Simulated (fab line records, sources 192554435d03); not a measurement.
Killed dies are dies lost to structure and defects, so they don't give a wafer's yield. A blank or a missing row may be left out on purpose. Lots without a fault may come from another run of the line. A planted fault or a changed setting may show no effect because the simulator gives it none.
Which tool did it? | flow n5_finfet | 9 lots, 27 wafers sampled, at 6 steps of a route of 1938

WHAT THE GAUGES READ, wafer by wafer
N5_SD_EPI_N_CD_MEAS_09: target cd 120 nm. Usual: cd_nm 120.1 nm, standard deviation 0.73.
lot  | measured    | on        | cd_nm (nm)        | flag
L589 | day 2 23:23 | cd_sem-01 | 120.4 120.5 120.8 |
L590 | day 3 07:20 | cd_sem-02 | 120.9 119.8 120.9 |
L592 | day 3 22:15 | cd_sem-02 | 119.3 119.9 119.5 |
L593 | day 4 00:12 | cd_sem-02 | 120.9 119.3 119.7 |
L595 | day 4 15:31 | cd_sem-02 | 119.8 119.1 119.4 |
L596 | day 4 20:23 | cd_sem-03 | 120.4 120.2 118.8 |
L601 | day 6 00:44 | cd_sem-01 | 115.8 115.6 114.9 | OFF
L604 | day 6 21:50 | cd_sem-02 | 115.5 116.0 115.6 | OFF
L611 | day 8 12:16 | cd_sem-02 | 120.3 119.1 120.6 |

N5_BEOL_M4_RC_MEAS_101. Usual: DIBL_N 37.0 mV/V, standard deviation 2.3; DIBL_P 37.3 mV/V, standard deviation 2.8; IOFF_N 0.17 nA/um, standard deviation 0.046; IOFF_P 0.23 nA/um, standard deviation 0.054; ION_N 675 uA/um, standard deviation 14; ION_P 460 uA/um, standard deviation 9.3; SS_N 71.7 mV/dec, standard deviation 0.73; SS_P 73.6 mV/dec, standard deviation 0.95; VT_N 249 mV, standard deviation 3.9; VT_P -250 mV, standard deviation 3.9.
lot  | measured     | on        | DIBL_N (mV/V)  | DIBL_P (mV/V)  | IOFF_N (nA/um) | IOFF_P (nA/um) | ION_N (uA/um) | ION_P (uA/um) | SS_N (mV/dec)  | SS_P (mV/dec)  | VT_N (mV)   | VT_P (mV)      | flag
L589 | day 7 23:18  | prober-02 | 40.3 37.1 43.8 | 40.9 35.4 44.8 | 0.23 0.15 0.36 | 0.31 0.21 0.42 | 680 676 712   | 471 464 478   | 72.2 71.3 73.7 | 74.8 73.7 76.2 | 243 251 240 | -246 -251 -243 |
L590 | day 8 02:19  | prober-02 | 37.4 36.8 39.6 | 37.6 37.4 40.9 | 0.19 0.17 0.25 | 0.22 0.22 0.29 | 677 667 688   | 457 453 457   | 72.1 71.1 72.2 | 73.7 75.0 76.1 | 250 249 245 | -249 -251 -248 |
L592 | day 8 22:55  | prober-02 | 37.5 36.0 41.5 | 37.8 36.8 43.3 | 0.18 0.16 0.27 | 0.19 0.18 0.28 | 682 676 694   | 454 453 461   | 72.0 71.0 73.1 | 73.1 73.5 75.4 | 248 249 244 | -252 -254 -246 |
L593 | day 9 01:54  | prober-01 | 36.7 36.7 36.5 | 38.7 36.8 38.3 | 0.17 0.16 0.16 | 0.26 0.21 0.25 | 681 671 679   | 475 459 473   | 70.8 71.5 71.2 | 74.1 72.5 73.6 | 248 251 251 | -247 -251 -247 |
L595 | day 9 08:11  | prober-02 | 35.3 38.5 39.3 | 36.6 39.5 40.8 | 0.15 0.22 0.23 | 0.19 0.25 0.27 | 670 703 706   | 458 474 471   | 71.4 72.1 72.3 | 73.1 73.8 74.8 | 253 245 248 | -255 -251 -249 |
L596 | day 9 17:25  | prober-01 | 38.8 38.9 37.1 | 39.2 40.6 38.9 | 0.20 0.21 0.19 | 0.20 0.22 0.21 | 683 690 679   | 455 460 456   | 72.3 72.4 71.8 | 74.2 74.7 74.2 | 248 246 247 | -256 -253 -255 |
L601 | day 11 08:12 | prober-02 | 32.2 39.6 37.6 | 32.4 41.7 38.2 | 0.11 0.26 0.19 | 0.18 0.34 0.26 | 655 701 678   | 460 478 465   | 70.1 71.5 72.0 | 72.2 75.0 73.4 | 256 240 247 | -253 -244 -245 |
L604 | day 12 11:37 | prober-01 | 36.8 39.9 36.6 | 37.9 41.1 36.6 | 0.16 0.19 0.16 | 0.22 0.27 0.19 | 677 679 673   | 459 466 457   | 71.4 72.4 71.0 | 72.9 74.2 73.1 | 249 248 248 | -250 -249 -252 |
L611 | day 14 07:43 | prober-02 | 37.7 40.0 35.8 | 38.9 40.9 37.0 | 0.19 0.24 0.15 | 0.28 0.30 0.23 | 670 696 677   | 460 474 471   | 72.9 73.1 71.6 | 73.9 74.6 73.2 | 249 244 250 | -247 -245 -248 |

WHICH TOOL RAN EACH LOT (tool, then ch and the chambers of the sampled wafers, then the start)
lot  | N5_DUMMY_GATE_ETCH_42             | N5_SPACER0_ALD_00                | N5_SD_EPI_N_PEB_07               | N5_SD_EPI_N_ETCH_35
L589 | rie_diel-02 ch 0,1, day 2 22:17   | ald_sin-01 ch 0,1,3, day 2 22:42 | litho_track-03 ch 0, day 2 23:20 | rie_diel-05 ch 0,2,3, day 2 23:35
L590 | rie_diel-06 ch 0,2, day 3 06:14   | ald_sin-03 ch 1,2, day 3 06:39   | litho_track-03 ch 0, day 3 07:17 | rie_diel-05 ch 0,2,3, day 3 07:51
L592 | rie_diel-04 ch 0,1,3, day 3 21:08 | ald_sin-03 ch 0,3, day 3 21:34   | litho_track-03 ch 0, day 3 22:11 | rie_diel-03 ch 1,3, day 3 22:26
L593 | rie_diel-02 ch 0,1,3, day 3 22:58 | ald_sin-04 ch 0,1,2, day 3 23:23 | litho_track-05 ch 0, day 4 00:08 | rie_diel-05 ch 1,2,3, day 4 00:24
L595 | rie_diel-04 ch 0,1, day 4 14:20   | ald_sin-03 ch 1,3, day 4 14:50   | litho_track-01 ch 0, day 4 15:27 | rie_diel-01 ch 0,1, day 4 15:42
L596 | rie_diel-06 ch 1,3, day 4 19:08   | ald_sin-01 ch 0,1, day 4 19:34   | litho_track-01 ch 0, day 4 20:19 | rie_diel-03 ch 0,1,3, day 4 20:34
L601 | rie_diel-02 ch 0,1,2, day 5 23:30 | ald_sin-04 ch 0,1, day 5 23:56   | litho_track-03 ch 0, day 6 00:40 | rie_diel-01 ch 0,1, day 6 00:55
L604 | rie_diel-02 ch 1,2,3, day 6 20:44 | ald_sin-04 ch 2,3, day 6 21:09   | litho_track-03 ch 0, day 6 21:46 | rie_diel-01 ch 0,1,2, day 6 22:01
L611 | rie_diel-06 ch 0,2,3, day 8 10:46 | ald_sin-03 ch 1,2, day 8 11:16   | litho_track-01 ch 0, day 8 12:13 | rie_diel-03 ch 1,2,3, day 8 12:27
- N5_DUMMY_GATE_ETCH_42: etches SiO2 in CHF3/O2, target depth 3.5 nm, time 31 s.
- N5_SPACER0_ALD_00: deposits SiOCN, target thk 3.5 nm, pulse time 3 s, purge time 2 s.
- N5_SD_EPI_N_PEB_07: peb time 60 s.
- N5_SD_EPI_N_ETCH_35: etches SOC in N2/H2, overetch 108 nm, time 486 s.

WHAT THE TOOLS THEMSELVES READ (means of the sampled wafers that have a number; where no wafer has one, the mark that the record gives instead)
N5_DUMMY_GATE_ETCH_42. Usual: drypump_motor_current_A 5.8 A, standard deviation 0.54; oes_product_au 0.76 a.u., standard deviation 0.067; rf_vpp_V 42.1 V, standard deviation 1.2; showerhead_plenum_p_Torr 2.42 Torr, standard deviation 0.081; throttle_valve_pct 18.68 %, standard deviation 0.21.
lot  | tool        | drypump_motor_current_A (A) | oes_product_au (a.u.) | rf_vpp_V (V) | showerhead_plenum_p_Torr (Torr) | throttle_valve_pct (%) | flag
L589 | rie_diel-02 | 5.5                         | 0.72                  | 44.4         | 2.47                            | 18.48                  |
L590 | rie_diel-06 | 6.0                         | 0.70                  | 42.6         | 2.43                            | 19.20                  |
L592 | rie_diel-04 | 5.8                         | 0.74                  | 41.7         | 2.44                            | 18.65                  |
L593 | rie_diel-02 | 6.0                         | 0.72                  | 42.7         | 2.44                            | 18.62                  |
L595 | rie_diel-04 | 5.9                         | 0.75                  | 42.0         | 2.51                            | 18.56                  |
L596 | rie_diel-06 | 5.3                         | 0.84                  | 41.6         | 2.41                            | 18.44                  |
L601 | rie_diel-02 | 5.9                         | 0.71                  | 42.6         | 2.41                            | 18.65                  |
L604 | rie_diel-02 | 6.0                         | 0.72                  | 42.0         | 2.39                            | 18.69                  |
L611 | rie_diel-06 | 5.8                         | 0.78                  | 41.9         | 2.38                            | 18.86                  |

N5_SPACER0_ALD_00. Usual: heater_power_w 860 W, standard deviation 85; precursor_pulse_height_rel 1.002, standard deviation 0.019.
lot  | tool       | heater_power_w (W) | precursor_pulse_height_rel | flag
L589 | ald_sin-01 | 868                | 1.021                      |
L590 | ald_sin-03 | 936                | 1.015                      |
L592 | ald_sin-03 | 826                | 1.018                      |
L593 | ald_sin-04 | 831                | 1.015                      |
L595 | ald_sin-03 | 849                | 0.995                      |
L596 | ald_sin-01 | 951                | 1.027                      |
L601 | ald_sin-04 | 847                | 0.992                      |
L604 | ald_sin-04 | 919                | 0.998                      |
L611 | ald_sin-03 | 916                | 0.995                      |

N5_SD_EPI_N_PEB_07. Usual: heater_power_total_W 175.6 W, standard deviation 1.7; plate_temp_C 109.98 C, standard deviation 0.11.
lot  | tool           | heater_power_total_W (W) | plate_temp_C (C) | flag
L589 | litho_track-03 | 175.7                    | 110.10           |
L590 | litho_track-03 | 176.3                    | 110.00           |
L592 | litho_track-03 | 175.7                    | 110.04           |
L593 | litho_track-05 | 176.9                    | 109.90           |
L595 | litho_track-01 | 177.0                    | 109.82           |
L596 | litho_track-01 | 175.0                    | 109.99           |
L601 | litho_track-03 | 170.6                    | 108.19           | OFF
L604 | litho_track-03 | 171.2                    | 108.38           | OFF
L611 | litho_track-01 | 177.4                    | 109.97           |

N5_SD_EPI_N_ETCH_35. Usual: drypump_motor_current_A 5.6 A, standard deviation 0.53; oes_product_au 0.68 a.u., standard deviation 0.073; rf_vpp_V 240.7 V, standard deviation 1.5; showerhead_plenum_p_Torr 2.53 Torr, standard deviation 0.095; throttle_valve_pct 23.7 %, standard deviation 0.39.
lot  | tool        | drypump_motor_current_A (A) | oes_product_au (a.u.) | rf_vpp_V (V) | showerhead_plenum_p_Torr (Torr) | throttle_valve_pct (%) | flag
L589 | rie_diel-05 | 5.4                         | 0.67                  | 240.9        | 2.55                            | 23.7                   |
L590 | rie_diel-05 | 5.4                         | 0.67                  | 239.9        | 2.55                            | 23.7                   |
L592 | rie_diel-03 | 6.1                         | 0.69                  | 240.1        | 2.47                            | 23.9                   |
L593 | rie_diel-05 | 5.5                         | 0.66                  | 240.0        | 2.53                            | 23.8                   |
L595 | rie_diel-01 | 5.9                         | 0.66                  | 242.6        | 2.64                            | 23.8                   |
L596 | rie_diel-03 | 5.7                         | 0.65                  | 240.3        | 2.44                            | 23.8                   |
L601 | rie_diel-01 | 5.9                         | 0.65                  | 242.5        | 2.63                            | 23.8                   |
L604 | rie_diel-01 | 5.8                         | 0.72                  | 241.8        | 2.66                            | 23.6                   |
L611 | rie_diel-03 | 5.5                         | 0.69                  | 240.4        | 2.47                            | 23.8                   |

THE ANSWER, worked out from the rows above alone
Rule: a lot is off if the mean of its wafers that have a number lies more than 3 standard deviations from the usual mean. A lot without any number at a reading at which 4 lots or more have one is off too. The other lots that the step has rows for count as sound. The gauges are gone through in route order, then the tools' own readings, and for those a lot's mean is taken as printed above. The first step at which some lot is off is used, and at that step the reading that is off furthest; a lot without a number counts as furthest.
Off: L601, L604, at N5_SD_EPI_N_CD_MEAS_09 (cd_nm).
A tool fits if, at a process step before that reading, it ran every lot that is off, and no sound lot after the first of them. The gauges at N5_SD_EPI_N_CD_MEAS_09 aren't tried: what is off there is off at N5_SD_EPI_N_PEB_07 too, on other tools, and a gauge's error can't cause that. Can't be told from this: 3 tools fit, rie_diel-02 at N5_DUMMY_GATE_ETCH_42, ald_sin-04 at N5_SPACER0_ALD_00, litho_track-03 at N5_SD_EPI_N_PEB_07.

WHAT THE SIMULATOR HAD PUT IN
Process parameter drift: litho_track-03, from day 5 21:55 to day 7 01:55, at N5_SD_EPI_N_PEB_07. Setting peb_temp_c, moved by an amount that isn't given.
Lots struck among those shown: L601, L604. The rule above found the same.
